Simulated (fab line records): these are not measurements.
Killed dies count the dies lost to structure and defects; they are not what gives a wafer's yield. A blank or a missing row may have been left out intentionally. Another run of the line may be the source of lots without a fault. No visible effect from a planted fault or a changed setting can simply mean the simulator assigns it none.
A lot that was struck, set against a sound lot | flow n5Finfet | 44 out of 1938 route steps
Sound: the wafers L810.3, L810.4, L810.5. Struck: wafer L823.1 (left out: L823.3, L823.5 of the same lot, which were not struck); the cause appears at the end.
Order at every step that has rows: each side's tool, ch and its chambers, its first start. Under that, the readings that differ: sound wafers | struck wafers | difference of the means | sigmas: that difference in standard deviations of wafers without a fault.
alike: words and numbers the same on both sides, and readings whose means are apart by under 2 such deviations; not compared: readings that were withheld, readings missing a value for some wafer, numbers with overlapping values and no deviation given by the record, and bounds like >300 which may hide the same value.
A row with sigmas, a row that says differs or no value, or rows on one side alone: a step with any of these is where the two part. Numbers that have no deviation but don't overlap get no sigmas and don't part them. A reading that every wafer of one side lacks parts them only if that side has two wafers or more.

first, 6 steps without rows for these wafers: N5_BEOL_M3_COAT_05 (resist thk 30 nm); N5_BEOL_M3_EBR_07; N5_BEOL_M3_SOFTBAKE_06 (time 60 s); N5_BEOL_M3_EXPOSE_08 (exposes mask M3); N5_BEOL_M3_PEB_09 (peb time 60 s); N5_BEOL_M3_DEVELOP_10 (develop time 30 s).
N5_BEOL_M3_CD_MEAS_11 targets a cd of 17.05 nm.
  sound on cdSem-02 ch 0, day 8 03:01; struck on cdSem-02 ch 0, day 11 05:59
  alike: cdNm
N5_BEOL_M3_OVL_MEAS_12:
  sound on overlay-01 ch 0, day 8 03:03; struck on overlay-02 ch 0, day 11 06:01
  alike: M3_OVL
N5_BEOL_M3_INSPECT_13: inspects for defects (brightfield).
  struck on defectInspect-01, day 11 06:04; sound on defectInspect-01, day 8 03:05
reading        | sound       | struck | difference | sigmas
rawDefectCount | 629 440 458 | 263    | -246       | -2
then, 2 steps without rows for these wafers: N5_BEOL_M3_DESCUM_16 (chemistry O2, time 7 s); N5_BEOL_M3_ETCH_74 (etches underlayer in N2/H2, target depth 6.5 nm, time 5.2 s).
N5_BEOL_M3_ETCH_63: etches SiARC in CF4, target depth 15.6 nm, time 26 s.
  sound on rieDiel-05 ch 2,3, day 8 03:11; struck on rieDiel-05 ch 2, day 11 06:10
  alike: biasW, drypumpMotorCurrentA, etchRfOnTimeS, oesProductAu, rfVppV, showerheadPlenumPTorr, throttleValvePct
  not compared: rfHoursCounterH
N5_BEOL_M3_ETCH_64: etches SOC in N2/H2, target depth 75 nm, overetch 15 nm, time 112.5 s.
  sound on rieDiel-05 ch 2,3, day 8 03:13; struck on rieDiel-05 ch 2, day 11 06:12
reading                                   | sound     | struck | difference | sigmas
model.SiARC_of_BEOL_M3_COAT_62.thkNm (nm) | 6.6 7 6.6 | 8.6    | +1.9       | 
  alike: biasW, drypumpMotorCurrentA, oesProductAu, rfVppV, showerheadPlenumPTorr, throttleValvePct
  not compared: rfHoursCounterH, model.BEOL_M3.cdOffsetNm
then, 2 steps without rows for these wafers: N5_BEOL_M3_STRIP_65 (strips in N2/H2); N5_BEOL_M3_STRIP_75 (strips in N2/H2).
N5_BEOL_M3_STRIP_66: strips in CF4.
  sound on rieDiel-05 ch 2,3, day 8 03:20; struck on rieDiel-05 ch 2, day 11 06:20
  alike: biasPowerW, drypumpMotorCurrentA, oesProductAu, rfVppV, showerheadPlenumPTorr, throttleValvePct
  not compared: rfHoursCounterH
N5_BEOL_M3_HM_OPEN_17: chemistry Cl2/BCl3, target TiN, target depth 20 nm, overetch 6 nm.
  sound on rieMetal-02 ch 0,1, day 8 03:24; struck on rieMetal-01 ch 0, day 11 06:22
reading                       | sound             | struck | difference                   | sigmas
rfHoursCounterH (h)           | - - -             | 56     | no value on the sound wafers | 
throttleValvePct (%)          | 22.43 22.16 22.43 | 21.92  | -0.42                        | -2
model.BEOL_M3.cdOffsetNm (nm) | 0 -0.6 0          | -0.8   | -0.6                         | 
  alike: biasW, drypumpMotorCurrentA, mfcCl2Sccm, oesProductAu
then, 1 step without rows for these wafers: N5_BEOL_M3_STRIP_19 (strips in O2).
N5_BEOL_M3_CD_MEAS_18: pitch 36 nm, target cd 18 nm.
  struck on cdSem-01, day 11 06:40; sound on cdSem-03, day 8 03:34
  alike: cdNm
then, 9 steps without rows for these wafers: N5_BEOL_M3_COAT_67 (time 60 s, resist thk 60 nm); N5_BEOL_M3_COAT_68 (time 60 s, resist thk 12 nm); N5_BEOL_M3_COAT_76 (time 60 s, resist thk 5 nm); N5_BEOL_M3_COAT_22 (resist thk 30 nm); N5_BEOL_M3_EBR_24; N5_BEOL_M3_SOFTBAKE_23 (time 60 s); N5_BEOL_M3_EXPOSE_25 (exposes mask V2, defocus 5 nm); N5_BEOL_M3_PEB_26 (peb time 60 s); N5_BEOL_M3_DEVELOP_27 (develop time 30 s).
N5_BEOL_M3_CD_MEAS_28: target cd 25.7 nm, target cd y 23.3 nm.
  sound on cdSem-01 ch 0, day 8 03:53; struck on cdSem-03 ch 0, day 11 07:07
reading   | sound             | struck | difference | sigmas
cdNm (nm) | 25.88 25.98 25.83 | 25.38  | -0.52      | -2
N5_BEOL_M3_OVL_MEAS_29:
  sound on overlay-02 ch 0, day 8 03:55; struck on overlay-02 ch 0, day 11 07:08
  alike: V2_OVL
N5_BEOL_M3_INSPECT_30: inspects for defects (brightfield).
  struck on defectInspect-01, day 11 07:12; sound on defectInspect-02, day 8 03:58
reading        | sound       | struck | difference | sigmas
rawDefectCount | 706 451 498 | 256    | -296       | -3
then, 1 step without rows for these wafers: N5_BEOL_M3_DESCUM_33 (chemistry O2, time 7 s).
N5_BEOL_M3_ETCH_77: etches underlayer in N2/H2, target depth 6.5 nm, time 5.2 s.
  sound on rieDiel-06 ch 0,1,3, day 8 04:02; struck on rieDiel-05 ch 2, day 11 07:16
reading    | sound             | struck | difference | sigmas
rfVppV (V) | 523.9 524.0 526.7 | 519.5  | -5.4       | -2
  alike: biasW, drypumpMotorCurrentA, etchRfOnTimeS, oesProductAu, showerheadPlenumPTorr, throttleValvePct
  not compared: rfHoursCounterH
then, 1 step without rows for these wafers: N5_BEOL_M3_ETCH_69 (etches SiARC in CF4, target depth 15.6 nm, time 26 s).
N5_BEOL_M3_ALD_98: deposits SiO2, target thk 2.5 nm, pulse time 1 s, co reactant pulse time 1 s.
  sound on aldSin-03 ch 0,1,2, day 8 04:23; struck on aldSin-02 ch 3, day 11 07:22
reading                 | sound             | struck | difference | sigmas
precursorPulseHeightRel | 0.986 0.999 0.982 | 1.032  | +0.043     | +2
  alike: heaterPowerW
then, 6 steps without rows for these wafers: N5_BEOL_M3_ETCHBACK_99 (etches SiO2 in CHF3, target depth 5 nm, time 10.4 s); N5_BEOL_M3_ETCH_70 (etches SOC in N2/H2, target depth 80 nm, overetch 16 nm, time 120 s); N5_BEOL_M3_STRIP_71 (strips in N2/H2); N5_BEOL_M3_STRIP_78 (strips in N2/H2); N5_BEOL_M3_VIA_ETCH_34 (etches the open film in C4F6/O2, target depth 69.4 nm, time 65.9 s); N5_BEOL_M3_STRIP_83 (strips in C4F6/O2).
N5_BEOL_M3_STRIP_36: strips in N2/H2.
  sound on rieDiel-06 ch 0,1, day 8 07:34; struck on rieDiel-05 ch 2, day 11 10:28
reading                      | sound          | struck | difference | sigmas
showerheadPlenumPTorr (Torr) | 2.65 2.50 2.65 | 2.42   | -0.18      | -2
  alike: biasPowerW, drypumpMotorCurrentA, oesProductAu, rfVppV, throttleValvePct
  not compared: rfHoursCounterH
N5_BEOL_M3_OCD_MEAS_38:
  struck on ocd-02, day 11 10:40; sound on ocd-02, day 8 07:46
reading            | sound          | struck | difference | sigmas
trenchDepthNm (nm) | 54.6 55.0 54.7 | 45.0   | -9.8       | -10
N5_BEOL_M4_RC_MEAS_101:
  sound on prober-02 ch 0, day 9 01:25; struck on prober-01 ch 0, day 12 05:27
reading       | sound          | struck | difference | sigmas
SS_N (mV/dec) | 72.1 72.9 73.2 | 71.4   | -1.3       | -2
  alike: DIBL_N, DIBL_P, IOFF_N, IOFF_P, ION_N, ION_P, SS_P, VT_N, VT_P
  not compared: CHAIN_V2_max_site, CHAIN_V3_max_site

== WHERE THEY PART ==
First at N5_BEOL_M3_INSPECT_13; last, within this record, at N5_BEOL_M4_RC_MEAS_101.

WHY: the cause the simulator had injected
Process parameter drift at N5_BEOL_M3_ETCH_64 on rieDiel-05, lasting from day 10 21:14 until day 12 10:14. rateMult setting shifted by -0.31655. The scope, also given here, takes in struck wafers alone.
